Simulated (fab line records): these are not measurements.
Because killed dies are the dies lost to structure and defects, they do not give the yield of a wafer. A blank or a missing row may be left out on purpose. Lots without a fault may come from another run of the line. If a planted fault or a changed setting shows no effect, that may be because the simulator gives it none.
Matching of chambers / flow nand_harc / cmp-02 running NHARC_P_BONDPAD_CMP_32: 4 sister chambers
The step polishes SiCN, target thk 200 nm. 4 wafers are shown with their chamber, then 11 later ones without.

## WAFERS WITH THEIR CHAMBER
wafer=L086.4; chamber=1; motor_current_A (A)=11.9
wafer=L088.1; chamber=2; motor_current_A (A)=12.3
wafer=L093.6; chamber=0; motor_current_A (A)=12.1
wafer=L094.1; chamber=3; motor_current_A (A)=13.3

## WAFERS WHOSE CHAMBER IS MISSING
wafer=L094.4; motor_current_A (A)=11.2
wafer=L094.6; motor_current_A (A)=11.0
wafer=L095.2; motor_current_A (A)=13.2
wafer=L095.3; motor_current_A (A)=12.4
wafer=L095.6; motor_current_A (A)=12.8
wafer=L097.2; motor_current_A (A)=11.7
wafer=L097.3; motor_current_A (A)=11.5
wafer=L097.5; motor_current_A (A)=12.4
wafer=L096.3; motor_current_A (A)=12.6
wafer=L096.4; motor_current_A (A)=13.3
wafer=L096.6; motor_current_A (A)=11.3

## THE CHAMBER EACH PASSED THROUGH
wafer=L094.4; from the rows above=can't be placed: 1 or 0 or 2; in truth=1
wafer=L094.6; from the rows above=can't be placed: 1 or 0 or 2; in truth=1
wafer=L095.2; from the rows above=can't be placed: 3 or 2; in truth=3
wafer=L095.3; from the rows above=can't be placed: 2 or 0 or 1 or 3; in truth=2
wafer=L095.6; from the rows above=can't be placed: 2 or 3 or 0 or 1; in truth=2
wafer=L097.2; from the rows above=can't be placed: 1 or 0 or 2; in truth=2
wafer=L097.3; from the rows above=can't be placed: 1 or 0 or 2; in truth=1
wafer=L097.5; from the rows above=can't be placed: 2 or 0 or 1 or 3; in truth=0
wafer=L096.3; from the rows above=can't be placed: 2 or 0 or 1 or 3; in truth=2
wafer=L096.4; from the rows above=3; in truth=3
wafer=L096.6; from the rows above=can't be placed: 1 or 0 or 2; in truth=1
Correct placement for 1 of the 11. Unplaceable from these rows: 10, with the true chamber sitting among the candidates in 10. Number placed wrongly: 0.
How it was worked out, from the rows above alone: a wafer's distance from a chamber is the root of the sum, over the readings, of the square of ((its reading less the chamber's mean) divided by the reading's scatter). If the next closest chamber is less than 2 further off than the closest, the wafer can't be placed; otherwise it belongs to the closest. The mean given for a chamber averages the wafers shown for that chamber. The scatter: root of mean squared gap, hidden wafer to nearest shown wafer, with one shown wafer a chamber.
